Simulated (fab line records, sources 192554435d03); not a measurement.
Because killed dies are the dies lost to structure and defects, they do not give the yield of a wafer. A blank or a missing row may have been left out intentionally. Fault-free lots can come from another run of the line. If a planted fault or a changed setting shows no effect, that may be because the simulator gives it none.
Lot-split experiment    flow n5-finfet    route with 1938 steps; 7 lots, 39 wafers read

THE SPLIT ITSELF
At N5_SD_EPI_N_DESCUM_14 (chemistry O2, time 7.9 s), the setting time-s was moved away from the recipe's 7.9 s on 18 of the 39 wafers read, by -55.1% to +51.5%. For the rest of the wafers, this setting stayed at what the recipe calls for.

There is no step in the file separating the split from the reading.

THE READING
CAR-ArF-block_of_SD_EPI_N_COAT_03.thk-nm (the simulator's own value, which no gauge read), in nm, at N5_SD_EPI_N_ETCH_34 (etches SiARC in CF4, target depth 45.5 nm, time 75.8 s). No usual value for it is given in the file. Here, 21 wafers ran the recipe; their average is 111.2 nm with a standard deviation of 0.49 nm.

wafer   tool, chamber at the split  time-s as run, s  against the recipe  CAR-ArF-block_of_SD_EPI_N_COAT_03.thk-nm, nm  against lot-mates on the recipe
L076.1  rie-diel-06, 1              7.9               recipe              111.6                                         -
L076.2  rie-diel-06, 0              7.9               recipe              111.8                                         -
L076.3  rie-diel-06, 2              11.46             +45.1%              109.6                                         -2.3
L076.4  rie-diel-06, 3              11.46             +45.1%              109.8                                         -2.1
L076.5  rie-diel-06, 1              11.46             +45.1%              109.4                                         -2.5
L076.6  rie-diel-06, 2              7.9               recipe              112.2                                         -
L080.1  rie-diel-02, 0,1            4.73              -40.1%              112.8                                         +1.8
L080.5  rie-diel-02, 0,1            4.73              -40.1%              112.8                                         +1.8
L080.2  rie-diel-02, 3              7.9               recipe              111                                           -
L080.3  rie-diel-02, 1,0            7.9               recipe              111                                           -
L080.6  rie-diel-02, 1,0            7.9               recipe              111                                           -
L080.4  rie-diel-02, 2              4.73              -40.1%              113                                           +2.0
L081.1  rie-diel-05, 2              3.545             -55.1%              114                                           +2.5
L081.5  rie-diel-05, 0              3.545             -55.1%              114                                           +2.5
L081.2  rie-diel-05, 3,0            7.9               recipe              111.4                                         -
L081.6  rie-diel-05, 1              7.9               recipe              111.4                                         -
L081.3  rie-diel-05, 3,0            7.9               recipe              111.6                                         -
L081.4  rie-diel-05, 1              3.545             -55.1%              113.8                                         +2.3
L085.1  rie-diel-02, 3              9.587             +21.4%              110                                           -1.1
L085.2  rie-diel-02, 2,0            7.9               recipe              111.2                                         -
L085.5  rie-diel-02, 2,0            7.9               recipe              111.2                                         -
L085.3  rie-diel-02, 1              9.587             +21.4%              110.2                                         -0.9
L085.4  rie-diel-02, 0              9.587             +21.4%              110.2                                         -0.9
L085.6  rie-diel-02, 3              7.9               recipe              111                                           -
L091.2  rie-diel-06, 0,2            7.9               recipe              110.6                                         -
L091.3  rie-diel-06, 0,2            7.9               recipe              110.4                                         -
L091.6  rie-diel-06, 2              7.9               recipe              110.2                                         -
L093.1  rie-diel-06, 0              11.97             +51.5%              109                                           -2.5
L093.2  rie-diel-06, 2              7.9               recipe              111.6                                         -
L093.3  rie-diel-06, 1              7.9               recipe              111.6                                         -
L093.4  rie-diel-06, 2              7.9               recipe              111.4                                         -
L093.5  rie-diel-06, 1              11.97             +51.5%              108.4                                         -3.1
L093.6  rie-diel-06, 0              11.97             +51.5%              109.2                                         -2.3
L097.1  rie-diel-02, 3,0            6.695             -15.3%              111.4                                         +0.7
L097.6  rie-diel-02, 0              6.695             -15.3%              111.4                                         +0.7
L097.2  rie-diel-02, 2              7.9               recipe              110.6                                         -
L097.5  rie-diel-02, 2              7.9               recipe              110.6                                         -
L097.3  rie-diel-02, 3,0            6.695             -15.3%              111.6                                         +0.9
L097.4  rie-diel-02, 3              7.9               recipe              110.8                                         -
Rows listing several chambers each stand for several wafers; the file does not say which wafer went through which chamber.

FIT RESULTS
A straight line over all 39 wafers: CAR-ArF-block_of_SD_EPI_N_COAT_03.thk-nm changes by -0.0436 nm for each +1% of time-s; r = -0.94; the points scatter about the line by 0.43 nm.
The same after taking each lot's own level away (the mean of its wafers on the recipe; 39 wafers): -0.0483 nm for each +1%; r = -0.99; scatter 0.17 nm.
That fit puts the effect of the largest move of time-s on the reading at 2.7 nm.
From 110.40 to 111.87 nm: that is the span of the lots' own levels, equal to 3.0 times the standard deviation above.
So the lot-to-lot level changes the slope little: the two slopes agree.
Check: +2.64 nm against its lot-mates is what the line predicts for one of the wafers moved furthest among these (-55.1%) when that wafer is left out of the fit. Against them it came out at +2.53 nm.

THE OTHER SPLITS THESE WAFERS WENT THROUGH
These wafers also went through other splits before the reading. Each is held against what the fit with the lots' levels taken away leaves over:
other split on the same wafers      wafers away from the commonest value  r with CAR-ArF-block_of_SD_EPI_N_COAT_03.thk-nm (lot level and that fit taken away)
N5_FIN_SAQP_HM_DEP_03 target-thk-a  18                                    -0.18

THE WHOLE CHAIN: every reading that the file lists as answering this split, in the file's order
step                   what it does                                            reading                                                                                    change (the file's fit)                 r (the file's)
N5_SD_EPI_N_DESCUM_14  chemistry O2, time 7.9 s                                CAR-ArF-block_of_SD_EPI_N_COAT_03.thk-nm (the simulator's own value, which no gauge read)  -0.0495 nm for each +1% of the setting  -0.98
N5_SD_EPI_N_ETCH_34    etches SiARC in CF4, target depth 45.5 nm, time 75.8 s  CAR-ArF-block_of_SD_EPI_N_COAT_03.thk-nm (the simulator's own value, which no gauge read)  -0.0483 nm for each +1% of the setting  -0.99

THE FILE'S OWN FIT
CAR-ArF-block_of_SD_EPI_N_COAT_03.thk-nm changes by -0.0483 nm for each +1% of time-s, r = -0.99.
